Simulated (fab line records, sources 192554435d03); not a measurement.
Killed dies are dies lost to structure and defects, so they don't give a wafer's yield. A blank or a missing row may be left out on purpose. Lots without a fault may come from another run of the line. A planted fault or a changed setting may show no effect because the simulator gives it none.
One fault seen from 3 desks | flow n5_finfet | each desk has only its own numbers; what lay behind them comes last

THE DEFECT DESK
What the inspections along the route counted, lot by lot: means of the sampled wafers that have a number. A lot is out of limits, marked OUT, if its mean lies more than 4 standard deviations from the usual mean; the brackets give that distance.
Columns: A = raw_defect_count at N5_PASSIVATION_INSPECT_64, usual 1.9; B = raw_defect_count at N5_PASSIVATION_INSPECT_67, usual 2.1
lot  | first seen here | A   | B
L408 | day 14 02:13    | 2.7 | 5.0
L407 | day 14 19:26    | 1.0 | 2.0
L413 | day 16 06:45    | 4.0 | 3.5
L414 | day 16 08:15    | 2.5 | 2.5
L419 | day 18 12:13    | 3.3 | 0.7
L424 | day 18 21:34    | 1.3 | 1.3
This desk's finding: nothing out of limits on any of the 6 lots.

THE TOOL OWNER'S DESK: pecvd-03
The tool's own readings at N5_PASSIVATION_PECVD_35 (deposits SiNx from SiH4/NH3/N2, target thk 700 nm, time 151.3 s): means of the sampled wafers that have a number, for each lot that ran on this tool. A lot is out of limits, marked OUT, if its mean lies more than 4 standard deviations from the usual mean; the brackets give that distance.
Columns: A = chamber_pressure_Torr at N5_PASSIVATION_PECVD_35, usual 4.898 Torr; B = heater_power_w at N5_PASSIVATION_PECVD_35, usual 385 W; C = run_length_s at N5_PASSIVATION_PECVD_35, usual 195.3 s; D = showerhead_plenum_p_Torr at N5_PASSIVATION_PECVD_35, usual 8.68 Torr; E = throttle_valve_pct at N5_PASSIVATION_PECVD_35, usual 28.9 %
lot  | first seen here | A     | B   | C                       | D    | E
L408 | day 14 03:28    | 4.899 | 448 | 195.0                   | 8.68 | 29.4
L407 | day 14 20:41    | 4.892 | 433 | 195.1                   | 8.65 | 28.8
L413 | day 16 08:00    | 4.894 | 451 | 137.4 (-99 or more) OUT | 8.68 | 28.6
L414 | day 16 09:30    | 4.907 | 399 | 166.6 (-49) OUT         | 8.77 | 29.8
This desk's finding: out of limits on L413, L414; first on L413, day 16 08:00 (run_length_s at N5_PASSIVATION_PECVD_35). In limits: L408, L407.

THE METROLOGY DESK
What the gauges read, lot by lot, whatever tool the lot ran on: means of the sampled wafers that have a number. A lot is out of limits, marked OUT, if its mean lies more than 4 standard deviations from the usual mean; the brackets give that distance.
Columns: A = cd_nm at N5_PASSIVATION_CD_MEAS_30, usual 3999.4 nm; B = PAD_OVL at N5_PASSIVATION_OVL_MEAS_63, usual 2 nm; C = cd_nm at N5_PASSIVATION_CD_MEAS_44, usual 40003 nm; D = PASS_OPEN_OVL at N5_PASSIVATION_OVL_MEAS_66, usual 2 nm
lot  | first seen here | A      | B  | C     | D
L408 | day 14 02:10    | 3999.5 | 9  | 40005 | -6
L407 | day 14 19:23    | 4001.0 | 2  | 40006 | 3
L413 | day 16 06:42    | 3998.6 | 2  | 40008 | 4
L414 | day 16 08:11    | 3999.3 | 0  | 40001 | 4
L419 | day 18 12:10    | 3998.2 | 1  | 40002 | 1
L424 | day 18 21:31    | 4000.4 | -2 | 40004 | -1
This desk's finding: nothing out of limits on any of the 6 lots.

PUT TOGETHER
The tool owner's desk could have raised an alarm at day 16 08:00, on L413, L414.
The defect desk saw nothing out of limits.
The metrology desk saw nothing out of limits.
The defect desk has L413, L414 on record, within its limits.
The metrology desk has L413, L414 on record, within its limits.
Of the lots named, all ran N5_PASSIVATION_PECVD_35 on pecvd-03.

WHAT THE SIMULATOR HAD PUT IN
Process parameter drift: pecvd-03, from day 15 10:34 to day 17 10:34, at N5_PASSIVATION_PECVD_35. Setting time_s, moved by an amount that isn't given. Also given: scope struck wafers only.
Lots struck among those shown: L413, L414.
Hours from the fault's start to each desk's first reading out of limits: the tool owner's desk, 21.
